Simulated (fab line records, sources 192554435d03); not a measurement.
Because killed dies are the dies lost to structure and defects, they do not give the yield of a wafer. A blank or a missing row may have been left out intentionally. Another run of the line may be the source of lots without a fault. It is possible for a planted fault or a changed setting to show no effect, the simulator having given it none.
Matching of chambers / flow n5_finfet / 4 sister chambers for N5_MOL_CONTACT_COAG_ETCH_59 on rie_diel-02
The step etches underlayer in N2/H2, target depth 13 nm, time 10.4 s. 7 wafers are shown with their chamber, then 7 later ones without.

## WAFERS PAIRED WITH THEIR CHAMBERS
wafer=L078.3; chamber=1; drypump_motor_current_A (A)=5.8; showerhead_plenum_p_Torr (Torr)=2.53
wafer=L078.4; chamber=3; drypump_motor_current_A (A)=5.2; showerhead_plenum_p_Torr (Torr)=2.53
wafer=L081.1; chamber=1; drypump_motor_current_A (A)=5.8; showerhead_plenum_p_Torr (Torr)=2.53
wafer=L081.3; chamber=0; drypump_motor_current_A (A)=6.2; showerhead_plenum_p_Torr (Torr)=2.60
wafer=L081.4; chamber=2; drypump_motor_current_A (A)=6.7; showerhead_plenum_p_Torr (Torr)=2.64
wafer=L092.2; chamber=2; drypump_motor_current_A (A)=6.6; showerhead_plenum_p_Torr (Torr)=2.63
wafer=L092.4; chamber=3; drypump_motor_current_A (A)=5.2; showerhead_plenum_p_Torr (Torr)=2.52

## WAFERS WITHOUT THEIR CHAMBER
wafer=L092.5; drypump_motor_current_A (A)=6.6; showerhead_plenum_p_Torr (Torr)=2.64
wafer=L093.3; drypump_motor_current_A (A)=5.8; showerhead_plenum_p_Torr (Torr)=2.52
wafer=L093.5; drypump_motor_current_A (A)=6.6; showerhead_plenum_p_Torr (Torr)=2.63
wafer=L093.6; drypump_motor_current_A (A)=5.2; showerhead_plenum_p_Torr (Torr)=2.51
wafer=L091.3; drypump_motor_current_A (A)=5.8; showerhead_plenum_p_Torr (Torr)=2.52
wafer=L091.4; drypump_motor_current_A (A)=6.2; showerhead_plenum_p_Torr (Torr)=2.59
wafer=L091.5; drypump_motor_current_A (A)=6.1; showerhead_plenum_p_Torr (Torr)=2.59

## EACH ONE'S CHAMBER
wafer=L092.5; from the rows above=2; in truth=2
wafer=L093.3; from the rows above=1; in truth=1
wafer=L093.5; from the rows above=2; in truth=2
wafer=L093.6; from the rows above=3; in truth=3
wafer=L091.3; from the rows above=1; in truth=1
wafer=L091.4; from the rows above=0; in truth=0
wafer=L091.5; from the rows above=0; in truth=0
7 of 7 placed correctly. Can't be placed from these rows: 0. 0 placed wrongly.
How it was worked out, from the rows above alone: a wafer's distance from a chamber is the root of the sum, over the readings, of the square of ((its reading less the chamber's mean) divided by the reading's scatter). If the next closest chamber is less than 2 further off than the closest, the wafer can't be placed; otherwise it belongs to the closest. For every chamber, the mean is computed from those of its wafers that are shown. The scatter is the square root of a quotient: the sum, over the shown wafers, of each reading's squared deviation from its chamber's mean, divided by wafers minus chambers.
